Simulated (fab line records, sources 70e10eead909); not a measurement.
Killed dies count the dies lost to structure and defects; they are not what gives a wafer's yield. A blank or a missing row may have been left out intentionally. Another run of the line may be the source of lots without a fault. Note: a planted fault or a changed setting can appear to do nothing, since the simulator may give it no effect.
What tool caused it?	flow nand-harc	39 wafers from 13 lots sampled at 7 of the route's 1302 steps

WHAT THE GAUGES READ, wafer by wafer
NHARC_P_M1_THK_MEAS_24: measures by xrf. Usual: 157.7 nm for thk-nm, sd 1.4.
lot	measured	on	thk-nm (nm)	flag
L155	day 6 09:14	film-metro-02	158.5 157.5 159.1	
L157	day 7 12:32	film-metro-02	159.4 156.9 158.3	
L162	day 9 04:08	film-metro-01	30.2 29.8 29.5 30.9 30.6 30.1	OFF
L163	day 9 14:54	film-metro-02	29.7 33.3 30.8 30.9 31.0 32.0	OFF
L167	day 11 06:34	film-metro-01	157.5 157.7 155.7	
L168	day 11 17:28	film-metro-01	156.7 156.0 157.3	
L170	day 12 14:29	film-metro-01	156.2 159.0 156.5	
L171	day 13 11:03	film-metro-02	159.2 158.2 159.1	
L172	day 13 14:41	film-metro-01	158.1 155.7 157.6	
L174	day 14 17:40	film-metro-01	157.2 157.8 157.0	
L176	day 15 13:10	film-metro-01	156.8 154.8 156.3	
L177	day 15 19:31	film-metro-01	157.6 157.6 157.1	
L178	day 16 07:58	film-metro-01	157.4 159.7 159.8	

NHARC_END_SORT_01. Usual: defect-limited-yield 91.4 % (standard deviation 2.5); killed-at-array 54 (standard deviation 17); killed-at-other 1.0 (standard deviation 1.4); killed-at-periphery 3.6 (standard deviation 2.1); killed-dies 58 (standard deviation 17); killed-open 3.2 (standard deviation 2); killed-short 2.5 (standard deviation 1.5).
lot	measured	on	defect-limited-yield (%)	killed-at-array	killed-at-other	killed-at-periphery	killed-dies	killed-open	killed-short	flag
L155	day 24 01:03	prober-02	89.5 90.3 88.8	68 63 67	0 0 0	3 3 9	71 66 76	2 2 5	3 3 2	
L157	day 25 11:32	prober-01	91.6 91.0 90.5	54 57 59	1 0 2	2 4 3	57 61 64	4 6 5	4 3 5	
L167	day 29 14:55	prober-01	95.0 95.3 95.4	27 23 24	0 1 2	7 8 5	34 32 31	5 3 8	3 4 3	
L168	day 30 00:46	prober-02	91.6 90.0 90.5	56 68 63	0 0 0	1 0 1	57 68 64	1 1 4	3 3 1	
L170	day 30 14:54	prober-01	87.7 91.6 90.1	77 51 61	1 0 0	5 6 6	83 57 67	4 5 2	2 3 3	
L171	day 31 03:02	prober-01	93.8 91.9 94.2	32 48 33	0 1 1	10 6 5	42 55 39	3 2 2	2 6 6	
L172	day 31 02:09	prober-02	88.8 90.3 88.9	68 64 72	0 0 2	8 2 1	76 66 75	0 1 3	5 0 2	
L174	day 33 05:29	prober-01	90.7 90.1 90.3	57 57 63	2 2 1	4 8 2	63 67 66	2 3 3	2 2 0	
L176	day 33 12:15	prober-02	94.8 95.3 95.3	32 24 28	0 5 2	3 3 2	35 32 32	6 5 3	4 4 5	
L177	day 34 07:01	prober-01	89.1 89.2 90.8	73 70 57	1 0 0	0 3 5	74 73 62	3 3 7	1 4 4	
L178	day 34 07:03	prober-02	88.9 85.2 86.9	72 97 85	0 1 1	3 2 3	75 100 89	3 5 0	5 2 4	

TOOL THAT RAN EACH LOT (tool first, then ch and the chambers of the sampled wafers, then the start)
lot	NHARC_P_M1_PRE_CLEAN_30	NHARC_P_M1_PVD_20	NHARC_P_M1_ECD_22	NHARC_P_M1_CMP_23	NHARC_P_M1_DEP_33
L155	pvd-sputter-03, day 6 08:14 or earlier	pvd-sputter-03, day 6 08:14 or earlier	ecd-cu-01 ch 0,1, day 6 08:14	cmp-04 ch 1,2,3, day 6 08:57	pecvd-01 ch 0,1,2, day 6 09:32
L157	pvd-sputter-02, day 7 11:29 or earlier	pvd-sputter-02, day 7 11:29 or earlier	ecd-cu-01 ch 0,1, day 7 11:29	cmp-02 ch 0,2,3, day 7 12:16	pecvd-03 ch 0,1,2, day 7 12:52
L162	pvd-sputter-02, day 9 03:12 or earlier	pvd-sputter-02, day 9 03:12 or earlier	ecd-cu-02 ch 0,1, day 9 03:12	cmp-01 ch 2,3, day 9 03:50	-
L163	pvd-sputter-03, day 9 13:58 or earlier	pvd-sputter-03, day 9 13:58 or earlier	ecd-cu-02 ch 0,1, day 9 13:58	cmp-04 ch 0,1, day 9 14:37	-
L167	pvd-sputter-03, day 11 05:35 or earlier	pvd-sputter-03, day 11 05:35 or earlier	ecd-cu-01 ch 0,1, day 11 05:35	cmp-02 ch 0,2, day 11 06:17	pecvd-03 ch 0,1, day 11 06:58
L168	pvd-sputter-03, day 11 16:25 or earlier	pvd-sputter-03, day 11 16:25 or earlier	ecd-cu-02 ch 0,1, day 11 16:25	cmp-04 ch 0,1,3, day 11 17:10	pecvd-03 ch 0,2, day 11 17:49
L170	pvd-sputter-03, day 12 13:28 or earlier	pvd-sputter-03, day 12 13:28 or earlier	ecd-cu-02 ch 0,1, day 12 13:28	cmp-02 ch 1,2, day 12 14:13	pecvd-01 ch 0,2, day 12 14:50
L171	pvd-sputter-03, day 13 10:04 or earlier	pvd-sputter-03, day 13 10:04 or earlier	ecd-cu-01 ch 0, day 13 10:04	cmp-02 ch 1,2, day 13 10:44	pecvd-01 ch 0,1, day 13 11:21
L172	pvd-sputter-03, day 13 13:39 or earlier	pvd-sputter-03, day 13 13:39 or earlier	ecd-cu-02 ch 0,1, day 13 13:39	cmp-04 ch 0,1,3, day 13 14:23	pecvd-01 ch 0,1,2, day 13 14:59
L174	pvd-sputter-02, day 14 16:38 or earlier	pvd-sputter-02, day 14 16:38 or earlier	ecd-cu-02 ch 0,1, day 14 16:38	cmp-02 ch 1,2, day 14 17:23	pecvd-03 ch 0, day 14 18:05
L176	pvd-sputter-01, day 15 12:08 or earlier	pvd-sputter-01, day 15 12:08 or earlier	ecd-cu-02 ch 1, day 15 12:08	cmp-02 ch 0,3, day 15 12:51	pecvd-02 ch 0,2, day 15 13:31
L177	pvd-sputter-01, day 15 18:29 or earlier	pvd-sputter-01, day 15 18:29 or earlier	ecd-cu-01 ch 0, day 15 18:29	cmp-04 ch 0,2, day 15 19:13	pecvd-02 ch 0,2, day 15 19:50
L178	pvd-sputter-01, day 16 06:55 or earlier	pvd-sputter-01, day 16 06:55 or earlier	ecd-cu-02 ch 0,1, day 16 06:55	cmp-01 ch 1,2, day 16 07:41	pecvd-02 ch 0,1, day 16 08:16
- NHARC_P_M1_PRE_CLEAN_30: time 30 s.
- NHARC_P_M1_PVD_20: deposits TaN, target thk 5 nm, time 8.06 s.
- NHARC_P_M1_ECD_22: material Cu, target thk 400 nm.
- NHARC_P_M1_CMP_23: polishes, t overpolish 20 s, target thk 157.82 nm.
- NHARC_P_M1_DEP_33: deposits SiCN, target thk 30 nm.

AS READ BY THE TOOLS THEMSELVES (means over the sampled wafers that have a number; for cases with no such wafer, the mark the record gives instead)
NHARC_P_M1_PRE_CLEAN_30. Usual: 394 W for heater-power-w, sd 24.
lot	tool	heater-power-w (W)	flag
L155	pvd-sputter-03	412	
L157	pvd-sputter-02	395	
L162	pvd-sputter-02	414	
L163	pvd-sputter-03	392	
L167	pvd-sputter-03	398	
L168	pvd-sputter-03	381	
L170	pvd-sputter-03	408	
L171	pvd-sputter-03	387	
L172	pvd-sputter-03	402	
L174	pvd-sputter-02	407	
L176	pvd-sputter-01	381	
L177	pvd-sputter-01	396	
L178	pvd-sputter-01	370	

NHARC_P_M1_PVD_20. Usual: 29.8 % for throttle-valve-pct, sd 0.96.
lot	tool	throttle-valve-pct (%)	flag
L155	pvd-sputter-03	29.2	
L157	pvd-sputter-02	31.0	
L162	pvd-sputter-02	30.2	
L163	pvd-sputter-03	28.9	
L167	pvd-sputter-03	30.2	
L168	pvd-sputter-03	29.8	
L170	pvd-sputter-03	29.1	
L171	pvd-sputter-03	29.6	
L172	pvd-sputter-03	29.4	
L174	pvd-sputter-02	30.4	
L176	pvd-sputter-01	31.2	
L177	pvd-sputter-01	29.2	
L178	pvd-sputter-01	31.0	

NHARC_P_M1_ECD_22. Usual: bath-heat-duty-pct 7.2 %, standard deviation 0.93; bath-temp-c 25.03 C, standard deviation 0.098.
lot	tool	bath-heat-duty-pct (%)	bath-temp-c (C)	flag
L155	ecd-cu-01	6.8	25.05	
L157	ecd-cu-01	7.0	24.94	
L162	ecd-cu-02	-	-	OFF
L163	ecd-cu-02	-	-	OFF
L167	ecd-cu-01	7.1	25.00	
L168	ecd-cu-02	7.4	25.01	
L170	ecd-cu-02	7.5	25.04	
L171	ecd-cu-01	7.6	25.06	
L172	ecd-cu-02	7.4	25.11	
L174	ecd-cu-02	7.7	25.02	
L176	ecd-cu-02	8.3	25.05	
L177	ecd-cu-01	7.4	25.08	
L178	ecd-cu-02	7.9	24.94	

NHARC_P_M1_CMP_23. Usual: motor-current-A 11.5 A, standard deviation 1.2; slurry-flow-ml-min 150.1, standard deviation 0.45; time-to-endpoint-s 28.6 s, standard deviation 2.5.
lot	tool	motor-current-A (A)	slurry-flow-ml-min	time-to-endpoint-s (s)	flag
L155	cmp-04	10.7	150.5	29.9	
L157	cmp-02	12.0	149.6	32.0	
L162	cmp-01	10.6	150.5	1.1	OFF
L163	cmp-04	11.7	149.8	2.2	OFF
L167	cmp-02	12.4	150.5	27.3	
L168	cmp-04	11.7	150.2	27.8	
L170	cmp-02	11.5	150.1	30.2	
L171	cmp-02	12.0	150.5	30.9	
L172	cmp-04	11.4	150.2	23.7	
L174	cmp-02	11.1	150.6	30.0	
L176	cmp-02	12.8	150.2	26.2	
L177	cmp-04	12.3	150.1	30.8	
L178	cmp-01	10.7	150.4	31.2	

NHARC_P_M1_DEP_33. Usual: heater-power-w 580 W, standard deviation 73; showerhead-vpp-V 1266 V, standard deviation 39.
lot	tool	heater-power-w (W)	showerhead-vpp-V (V)	flag
L155	pecvd-01	530	1249	
L157	pecvd-03	610	1255	
L167	pecvd-03	558	1275	
L168	pecvd-03	595	1237	
L170	pecvd-01	584	1228	
L171	pecvd-01	605	1233	
L172	pecvd-01	579	1249	
L174	pecvd-03	695	1226	
L176	pecvd-02	657	1276	
L177	pecvd-02	646	1269	
L178	pecvd-02	623	1288	

THE ANSWER, worked out from the rows above alone
Rule: lot off if the mean of its wafers having a number is beyond 3 standard deviations from the usual mean. A lot without any number at a reading at which 4 lots or more have one is off too. Where the step has rows for the other lots, those lots are counted as sound. First the gauges in route order, then the tools' own readings, where a lot's mean is used as printed above. At the first step where some lot is off, the reading lying furthest off is the one used; lots without a number count as furthest.
Off: L162, L163, at NHARC_P_M1_THK_MEAS_24 (thk-nm).
A tool fits if, at a process step before that reading, it ran every lot that is off, and no sound lot after the first of them. Not tried: the gauges at NHARC_P_M1_THK_MEAS_24; whatever is off there is also off at NHARC_P_M1_ECD_22, on other tools, and gauge error can't account for it. NHARC_P_M1_PRE_CLEAN_30: start missing for some lots; hours and lot order therefore follow NHARC_P_M1_ECD_22. NHARC_P_M1_PVD_20: start missing for some lots; hours and lot order therefore follow NHARC_P_M1_ECD_22. Not one of the candidates tried fits.

WHAT THE SIMULATOR HAD INSERTED
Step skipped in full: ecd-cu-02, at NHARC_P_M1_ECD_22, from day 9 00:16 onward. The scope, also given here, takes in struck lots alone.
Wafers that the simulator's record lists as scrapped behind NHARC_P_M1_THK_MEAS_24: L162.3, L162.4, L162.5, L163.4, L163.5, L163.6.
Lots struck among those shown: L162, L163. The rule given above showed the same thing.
